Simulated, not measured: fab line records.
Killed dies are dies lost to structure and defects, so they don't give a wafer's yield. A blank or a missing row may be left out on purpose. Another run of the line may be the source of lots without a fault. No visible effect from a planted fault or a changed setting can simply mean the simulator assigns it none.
A lot that was struck, set against a sound lot || flow nandHarc || 14 steps out of a route of 1302
Sound: these wafers, L481.4, L481.5, L481.6. Wafers L478.2, L478.3, L478.4 were the ones struck. The cause is named last.
At each step with rows: each side's tool, then ch and its chambers, then its first start. Under that, the readings that differ: sound wafers || struck wafers || difference of the means || sigmas: that difference in standard deviations of wafers without a fault.
alike: a reading whose means differ by less than 2 such deviations, as well as words and numbers matching on both sides. not compared: withheld readings; readings where some wafer has no value; bounds like >300 that might hide an equal value; numbers whose values overlap and for which the record gives no deviation.
A row with sigmas, a row that says differs or no value, or rows on one side alone: a step with any of these is where the two part. Numbers that have no deviation but don't overlap get no sigmas and don't part them. Lack of a reading on every wafer of one side parts them only where that side has two or more wafers.

NHARC_P_GATE_RTA_64: time 1 s.
  sound on rtpAnneal-01 ch 0, day 13 23:31; struck on rtpAnneal-01 ch 0, day 12 15:49
  alike: lampPowerPct, lamp_zone_3_pct, lamp_zone_4_pct, wafer_temp_C_max
then, 1 step without rows for these wafers: NHARC_P_GATE_ETCH_77 (etches SiO2 in dHF, target depth 6 nm).
NHARC_P_GATE_DEGAS_109: time 60 s.
  struck on pvdSputter-02, day 12 16:07; sound on pvdSputter-02, day 13 23:46
  alike: heaterPowerW
then, 5 steps without rows for these wafers: NHARC_P_GATE_PRE_CLEAN_110 (time 30 s); NHARC_P_GATE_SPUTTER_78 (material Ni, target thk 10 nm); NHARC_P_GATE_SPUTTER_79 (material TiN, target thk 10 nm); NHARC_P_GATE_RTA_80 (time 30 s); NHARC_P_GATE_STRIP_67 (strips in SPM, time 600 s).
NHARC_P_GATE_RTA_82: time 30 s.
  sound on rtpAnneal-01 ch 0, day 14 00:37; struck on rtpAnneal-01 ch 0, day 12 16:55
  alike: lampPowerPct, lamp_zone_3_pct, lamp_zone_4_pct, wafer_temp_C_max
NHARC_P_GATE_INSPECT_68:
  struck on defectInspect-02, day 12 17:05; sound on defectInspect-02, day 14 00:43
  alike: rawDefectCount
NHARC_P_CONTACT_DEP_30: deposits SiNx, target thk 30 nm.
  sound on pecvd-04 ch 0,1,2, day 14 00:54; struck on pecvd-02 ch 0,1, day 12 17:11
  alike: heaterPowerW, rfFwdPowerW
NHARC_P_CONTACT_DEP_00: deposits SiO2, target thk 500 nm.
  sound on pecvd-04 ch 0,1,2; struck on pecvd-02 ch 0,1
  alike: heaterPowerW, rfFwdPowerW, throttleValvePct
NHARC_P_CONTACT_CMP_01: polishes SiO2, target thk 200 nm.
  sound on cmp-01 ch 1,2, day 14 01:30; struck on cmp-04 ch 1,2,3, day 12 17:51
  no value came back on the struck wafers for edgeZonePressureFrac, motorCurrentA (A); on the sound wafers edgeZonePressureFrac reads 0.993 1.006 1.004
-- record jumps: 19 days between struck wafers' starts before vs after; left off in module P_CONTACT, resumes in module END, first step shown is number 1302 of the route --
NHARC_END_SORT_01:
  only the struck wafers appear in the record here, on prober-02 ch 0 at day 32 00:37; the sound ones have no rows

## WHERE THEY PART
Earliest at NHARC_P_CONTACT_CMP_01; latest, in this record, at NHARC_END_SORT_01.

WHY: whatever the simulator had introduced
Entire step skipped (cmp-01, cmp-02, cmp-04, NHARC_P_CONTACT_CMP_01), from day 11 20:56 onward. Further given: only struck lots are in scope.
